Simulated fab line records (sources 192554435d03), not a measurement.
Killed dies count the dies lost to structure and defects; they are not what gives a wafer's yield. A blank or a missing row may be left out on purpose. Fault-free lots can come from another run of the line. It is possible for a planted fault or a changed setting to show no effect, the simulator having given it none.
Which tool did it? || flow n5-finfet || 32 wafers from 11 lots sampled at 5 of the route's 1938 steps

## WHAT THE GAUGES SHOWED, per wafer
N5_BEOL_M1_THK_MEAS_01.
{"lot": "L671", "measured": "day 6 01:17", "on": "film-metro-02", "M1_ILD_THK (nm)": "81.6 81.4 78.8"}
{"lot": "L676", "measured": "day 7 08:00", "on": "film-metro-01", "M1_ILD_THK (nm)": "77.3 79.1 79.5"}
{"lot": "L678", "measured": "day 7 22:47", "on": "film-metro-02", "M1_ILD_THK (nm)": "78.4 79.3 79.5"}
{"lot": "L683", "measured": "day 9 01:32", "on": "film-metro-02", "M1_ILD_THK (nm)": "78.6 79.8 80.9"}
{"lot": "L686", "measured": "day 9 21:05", "on": "film-metro-02", "M1_ILD_THK (nm)": "78.2 79.0 80.4"}
{"lot": "L690", "measured": "day 10 12:17", "on": "film-metro-01", "M1_ILD_THK (nm)": "79.2 78.9 80.2"}
{"lot": "L689", "measured": "day 10 12:40", "on": "film-metro-01", "M1_ILD_THK (nm)": "78.5 79.0 79.4"}
{"lot": "L691", "measured": "day 11 04:57", "on": "film-metro-01", "M1_ILD_THK (nm)": "79.1 78.5 79.6"}
{"lot": "L692", "measured": "day 11 11:31", "on": "film-metro-01", "M1_ILD_THK (nm)": "77.2 77.9"}
{"lot": "L693", "measured": "day 11 11:59", "on": "film-metro-01", "M1_ILD_THK (nm)": "78.4 76.5 76.9"}
{"lot": "L694", "measured": "day 12 00:08", "on": "film-metro-01", "M1_ILD_THK (nm)": "79.0 80.5 78.9"}

N5_BEOL_M1_CD_MEAS_11: target cd 17.05 nm.
{"lot": "L671", "measured": "day 6 02:43", "on": "cd-sem-01", "cd-nm (nm)": "17.02 17.02 17.27"}
{"lot": "L676", "measured": "day 7 08:58", "on": "cd-sem-01", "cd-nm (nm)": "17.12 17.24 17.68"}
{"lot": "L678", "measured": "day 7 23:23", "on": "cd-sem-02", "cd-nm (nm)": "17.13 16.51 16.98"}
{"lot": "L683", "measured": "day 9 02:55", "on": "cd-sem-02", "cd-nm (nm)": "17.53 17.06 17.13"}
{"lot": "L686", "measured": "day 9 21:36", "on": "cd-sem-02", "cd-nm (nm)": "17.56 17.34 17.24"}
{"lot": "L690", "measured": "day 10 13:39", "on": "cd-sem-02", "cd-nm (nm)": "17.76 17.07 17.33"}
{"lot": "L689", "measured": "day 10 13:43", "on": "cd-sem-03", "cd-nm (nm)": "17.72 17.33 17.31"}
{"lot": "L691", "measured": "day 11 06:56", "on": "cd-sem-01", "cd-nm (nm)": "17.21 16.92 17.31"}
{"lot": "L692", "measured": "day 11 13:16", "on": "cd-sem-03", "cd-nm (nm)": "17.56 17.08"}
{"lot": "L693", "measured": "day 11 13:28", "on": "cd-sem-01", "cd-nm (nm)": "16.61 17.09 17.03"}
{"lot": "L694", "measured": "day 12 01:50", "on": "cd-sem-03", "cd-nm (nm)": "17.40 17.07 17.38"}

N5_BEOL_M1_OVL_MEAS_12.
{"lot": "L671", "measured": "day 6 02:45", "on": "overlay-01", "M1_OVL (nm)": "1.0 0.7 0.8"}
{"lot": "L676", "measured": "day 7 09:01", "on": "overlay-02", "M1_OVL (nm)": "0.6 0.2 0.7"}
{"lot": "L678", "measured": "day 7 23:25", "on": "overlay-01", "M1_OVL (nm)": "0.5 0.0 0.8"}
{"lot": "L683", "measured": "day 9 02:57", "on": "overlay-01", "M1_OVL (nm)": "1.1 0.4 0.4"}
{"lot": "L686", "measured": "day 9 21:38", "on": "overlay-01", "M1_OVL (nm)": "-0.6 0.3 -0.2"}
{"lot": "L690", "measured": "day 10 13:41", "on": "overlay-02", "M1_OVL (nm)": "0.4 -0.3 0.3"}
{"lot": "L689", "measured": "day 10 13:45", "on": "overlay-02", "M1_OVL (nm)": "1.0 0.6 1.3"}
{"lot": "L691", "measured": "day 11 06:58", "on": "overlay-02", "M1_OVL (nm)": "0.3 0.2 0.9"}
{"lot": "L692", "measured": "day 11 13:17", "on": "overlay-01", "M1_OVL (nm)": "0.1 0.1"}
{"lot": "L693", "measured": "day 11 13:29", "on": "overlay-01", "M1_OVL (nm)": "1.5 0.4 0.2"}
{"lot": "L694", "measured": "day 12 01:52", "on": "overlay-02", "M1_OVL (nm)": "0.1 -0.8 1.2"}

N5_BEOL_M4_RC_MEAS_101.
{"lot": "L671", "measured": "day 7 22:33", "on": "prober-02", "DIBL_N (mV/V)": "33.8 35.2 33.9", "DIBL_P (mV/V)": "32.6 34.7 32.7", "IOFF_N (nA/um)": "0.12 0.15 0.13", "IOFF_P (nA/um)": "0.15 0.20 0.16", "ION_N (uA/um)": "655 672 659", "ION_P (uA/um)": "446 457 447", "SS_N (mV/dec)": "71.0 71.0 70.7", "SS_P (mV/dec)": "72.9 73.3 71.9", "VT_N (mV)": "253 248 253", "VT_P (mV)": "-257 -250 -255"}
{"lot": "L676", "measured": "day 9 10:14", "on": "prober-01", "DIBL_N (mV/V)": "38.5 34.7 36.1", "DIBL_P (mV/V)": "38.5 34.7 35.5", "IOFF_N (nA/um)": "0.21 0.14 0.15", "IOFF_P (nA/um)": "0.26 0.20 0.20", "ION_N (uA/um)": "694 681 679", "ION_P (uA/um)": "476 468 469", "SS_N (mV/dec)": "72.0 71.0 71.7", "SS_P (mV/dec)": "73.7 72.8 73.1", "VT_N (mV)": "242 250 250", "VT_P (mV)": "-245 -248 -249"}
{"lot": "L678", "measured": "day 9 19:58", "on": "prober-01", "DIBL_N (mV/V)": "36.8 33.8 35.6", "DIBL_P (mV/V)": "35.8 32.8 34.7", "IOFF_N (nA/um)": "0.16 0.12 0.15", "IOFF_P (nA/um)": "0.21 0.16 0.19", "ION_N (uA/um)": "675 673 670", "ION_P (uA/um)": "460 459 461", "SS_N (mV/dec)": "71.4 71.0 71.0", "SS_P (mV/dec)": "73.3 72.4 72.5", "VT_N (mV)": "248 251 249", "VT_P (mV)": "-249 -254 -248"}
{"lot": "L683", "measured": "day 11 03:25", "on": "prober-01", "DIBL_N (mV/V)": "36.8 37.6 34.3", "DIBL_P (mV/V)": "35.4 35.9 33.2", "IOFF_N (nA/um)": "0.17 0.19 0.14", "IOFF_P (nA/um)": "0.22 0.24 0.20", "ION_N (uA/um)": "663 664 667", "ION_P (uA/um)": "456 454 457", "SS_N (mV/dec)": "71.9 72.6 71.6", "SS_P (mV/dec)": "73.8 73.5 72.9", "VT_N (mV)": "250 248 250", "VT_P (mV)": "-248 -249 -249"}
{"lot": "L686", "measured": "day 12 01:16", "on": "prober-01", "DIBL_N (mV/V)": "38.7 36.5 37.8", "DIBL_P (mV/V)": "39.2 36.5 38.0", "IOFF_N (nA/um)": "0.20 0.16 0.18", "IOFF_P (nA/um)": "0.24 0.19 0.21", "ION_N (uA/um)": "682 671 691", "ION_P (uA/um)": "463 458 462", "SS_N (mV/dec)": "71.7 71.4 71.4", "SS_P (mV/dec)": "74.4 73.7 73.2", "VT_N (mV)": "247 250 250", "VT_P (mV)": "-250 -252 -254"}
{"lot": "L690", "measured": "day 12 10:23", "on": "prober-02", "DIBL_N (mV/V)": "37.5 36.0 36.7", "DIBL_P (mV/V)": "38.0 36.8 37.7", "IOFF_N (nA/um)": "0.20 0.18 0.19", "IOFF_P (nA/um)": "0.29 0.27 0.30", "ION_N (uA/um)": "688 694 692", "ION_P (uA/um)": "475 482 478", "SS_N (mV/dec)": "72.0 71.0 71.7", "SS_P (mV/dec)": "73.8 73.5 73.9", "VT_N (mV)": "246 246 248", "VT_P (mV)": "-242 -243 -241"}
{"lot": "L689", "measured": "day 12 13:29", "on": "prober-02", "DIBL_N (mV/V)": "38.7 35.6 38.0", "DIBL_P (mV/V)": "39.5 35.4 37.7", "IOFF_N (nA/um)": "0.19 0.13 0.17", "IOFF_P (nA/um)": "0.25 0.19 0.22", "ION_N (uA/um)": "680 669 669", "ION_P (uA/um)": "469 461 460", "SS_N (mV/dec)": "71.8 71.8 72.6", "SS_P (mV/dec)": "73.7 73.0 73.1", "VT_N (mV)": "247 253 249", "VT_P (mV)": "-249 -252 -249"}
{"lot": "L691", "measured": "day 13 18:14", "on": "prober-01", "DIBL_N (mV/V)": "35.3 34.3 34.7", "DIBL_P (mV/V)": "37.2 35.6 36.1", "IOFF_N (nA/um)": "0.15 0.13 0.14", "IOFF_P (nA/um)": "0.20 0.18 0.19", "ION_N (uA/um)": "679 677 675", "ION_P (uA/um)": "467 464 465", "SS_N (mV/dec)": "70.5 71.4 71.3", "SS_P (mV/dec)": "73.8 73.4 73.8", "VT_N (mV)": "250 251 250", "VT_P (mV)": "-252 -252 -250"}
{"lot": "L692", "measured": "day 13 21:04", "on": "prober-02", "DIBL_N (mV/V)": "33.1 36.2", "DIBL_P (mV/V)": "32.2 36.9", "IOFF_N (nA/um)": "0.11 0.17", "IOFF_P (nA/um)": "0.17 0.22", "ION_N (uA/um)": "649 664", "ION_P (uA/um)": "458 463", "SS_N (mV/dec)": "70.5 72.0", "SS_P (mV/dec)": "72.9 72.4", "VT_N (mV)": "253 251", "VT_P (mV)": "-252 -249"}
{"lot": "L693", "measured": "day 14 00:46", "on": "prober-02", "DIBL_N (mV/V)": "36.9 38.9 35.3", "DIBL_P (mV/V)": "37.0 39.9 35.8", "IOFF_N (nA/um)": "0.17 0.21 0.16", "IOFF_P (nA/um)": "0.25 0.29 0.22", "ION_N (uA/um)": "673 687 683", "ION_P (uA/um)": "465 476 472", "SS_N (mV/dec)": "71.8 72.7 71.2", "SS_P (mV/dec)": "73.1 73.8 72.8", "VT_N (mV)": "247 247 250", "VT_P (mV)": "-246 -243 -248"}
{"lot": "L694", "measured": "day 14 23:12", "on": "prober-01", "DIBL_N (mV/V)": "37.0 40.1 38.5", "DIBL_P (mV/V)": "35.4 39.8 38.1", "IOFF_N (nA/um)": "0.15 0.20 0.18", "IOFF_P (nA/um)": "0.20 0.28 0.25", "ION_N (uA/um)": "662 673 667", "ION_P (uA/um)": "456 465 461", "SS_N (mV/dec)": "72.7 72.6 71.9", "SS_P (mV/dec)": "72.6 74.4 73.8", "VT_N (mV)": "253 251 248", "VT_P (mV)": "-251 -245 -247"}

## WHAT TOOL EACH LOT RAN ON (gives the tool, then ch and the chambers of the sampled wafers, and finally the start)
{"lot": "L671", "N5_BEOL_M1_COAT_05": "litho-track-02 ch 0, day 6 02:19"}
{"lot": "L676", "N5_BEOL_M1_COAT_05": "litho-track-02 ch 0, day 7 08:43"}
{"lot": "L678", "N5_BEOL_M1_COAT_05": "litho-track-02 ch 0, day 7 23:08"}
{"lot": "L683", "N5_BEOL_M1_COAT_05": "litho-track-02 ch 0, day 9 02:31"}
{"lot": "L686", "N5_BEOL_M1_COAT_05": "litho-track-04 ch 0, day 9 21:19"}
{"lot": "L690", "N5_BEOL_M1_COAT_05": "litho-track-04 ch 0, day 10 13:14"}
{"lot": "L689", "N5_BEOL_M1_COAT_05": "litho-track-04 ch 0, day 10 13:28"}
{"lot": "L691", "N5_BEOL_M1_COAT_05": "litho-track-03 ch 0, day 11 06:40"}
{"lot": "L692", "N5_BEOL_M1_COAT_05": "litho-track-04 ch 0, day 11 13:01"}
{"lot": "L693", "N5_BEOL_M1_COAT_05": "litho-track-02 ch 0, day 11 13:13"}
{"lot": "L694", "N5_BEOL_M1_COAT_05": "litho-track-03 ch 0, day 12 01:27"}
- N5_BEOL_M1_COAT_05: resist thk 30 nm.

## AS READ BY THE TOOLS THEMSELVES (means over the sampled wafers that have a number; for cases with no such wafer, the mark the record gives instead)
N5_BEOL_M1_COAT_05.
{"lot": "L671", "tool": "litho-track-02", "spin-speed-rpm (rpm)": 1499.3}
{"lot": "L676", "tool": "litho-track-02", "spin-speed-rpm (rpm)": 1500.4}
{"lot": "L678", "tool": "litho-track-02", "spin-speed-rpm (rpm)": 1544.5}
{"lot": "L683", "tool": "litho-track-02", "spin-speed-rpm (rpm)": 1543.2}
{"lot": "L686", "tool": "litho-track-04", "spin-speed-rpm (rpm)": 1499.3}
{"lot": "L690", "tool": "litho-track-04", "spin-speed-rpm (rpm)": 1500.8}
{"lot": "L689", "tool": "litho-track-04", "spin-speed-rpm (rpm)": 1499.5}
{"lot": "L691", "tool": "litho-track-03", "spin-speed-rpm (rpm)": 1499.4}
{"lot": "L692", "tool": "litho-track-04", "spin-speed-rpm (rpm)": 1501.3}
{"lot": "L693", "tool": "litho-track-02", "spin-speed-rpm (rpm)": 1499.7}
{"lot": "L694", "tool": "litho-track-03", "spin-speed-rpm (rpm)": 1501.2}

## THE ANSWER, worked out from the rows above alone
Rule: the lots themselves supply what counts as usual. The widest of any qualifying gaps counts: lots, ordered by their means at a reading, are off when they make up no more than a third of the lots, leave a main group of 4 or more, and stand apart from it by 3 or more times the standard deviation of that group's means. A main group whose means are all the same, to the digits that the tables above print for the reading, isn't used. Also off: a lot with no number at a reading for which 4 or more lots have one. The other lots that the step has rows for count as sound. After the gauges, taken in route order, come the tools' own readings; for these a lot's mean is taken, as printed above. At the first step where some lot is off, the reading lying furthest off is the one used; lots without a number count as furthest.
Off at N5_BEOL_M1_COAT_05 (spin-speed-rpm): L678, L683. Main group: mean 1500.1 rpm, sd 0.78.
If a tool, at that step or one of the process steps before it, ran each lot that is off and ran no sound lot following the first of them, it fits. Not one of the candidates tried fits.

## WHAT HAD BEEN PUT IN BY THE SIMULATOR
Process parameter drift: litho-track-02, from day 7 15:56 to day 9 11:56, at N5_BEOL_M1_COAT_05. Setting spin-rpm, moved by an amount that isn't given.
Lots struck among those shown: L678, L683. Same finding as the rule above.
